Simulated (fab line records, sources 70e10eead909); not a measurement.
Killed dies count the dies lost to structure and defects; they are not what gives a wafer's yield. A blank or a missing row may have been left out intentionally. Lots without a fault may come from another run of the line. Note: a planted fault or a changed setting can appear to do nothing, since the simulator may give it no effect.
Matching of chambers + flow nand_harc + pecvd-02 running NHARC_P_GATE_DEP_103: 3 sister chambers
The step deposits SiON, target thk 30 nm. 6 wafers are shown with their chamber, then 8 later ones without.

## WAFERS, EACH WITH ITS CHAMBER
| wafer  | chamber | heater_power_w (W) | susceptor_temp_C (C) |
|--------|---------|--------------------|----------------------|
| L080.1 | 1       | 820                | 400.10               |
| L080.6 | 2       | 639                | 399.78               |
| L083.3 | 0       | 807                | 400.10               |
| L083.5 | 0       | 806                | 400.19               |
| L083.6 | 1       | 749                | 400.02               |
| L086.1 | 2       | 715                | 399.90               |

## WAFERS WITHOUT THEIR CHAMBER
| wafer  | heater_power_w (W) | susceptor_temp_C (C) |
|--------|--------------------|----------------------|
| L086.3 | 787                | 399.56               |
| L086.6 | 791                | 399.77               |
| L089.2 | 804                | 399.70               |
| L089.3 | 607                | 400.08               |
| L089.4 | 757                | 400.12               |
| L091.2 | 714                | 400.01               |
| L091.4 | 710                | 399.66               |
| L091.5 | 818                | 399.91               |

## WHICH CHAMBER EACH WENT THROUGH
| wafer  | from the rows above          | in truth                   |
|--------|------------------------------|----------------------------|
| L086.3 | 2                            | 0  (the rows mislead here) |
| L086.6 | can't be placed: 2 or 1      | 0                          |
| L089.2 | can't be placed: 2 or 1      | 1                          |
| L089.3 | can't be placed: 2 or 1 or 0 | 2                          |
| L089.4 | can't be placed: 1 or 0      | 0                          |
| L091.2 | can't be placed: 1 or 2 or 0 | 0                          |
| L091.4 | 2                            | 2                          |
| L091.5 | can't be placed: 1 or 0 or 2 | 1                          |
1 of 8 placed correctly. Cannot be placed on the basis of these rows: 6; the candidates contain the true chamber in 5. Placed wrongly: 1.
How it was worked out, from the rows above alone: a wafer's distance from a chamber is the root of the sum, over the readings, of the square of ((its reading less the chamber's mean) divided by the reading's scatter). The wafer belongs to the nearest chamber; if the next one is less than 2 further off, it can't be placed. A chamber's mean is the mean of its shown wafers. The scatter: take each reading less its chamber's mean, square it, sum over the shown wafers, divide by the number of wafers less the number of chambers, and take the root.
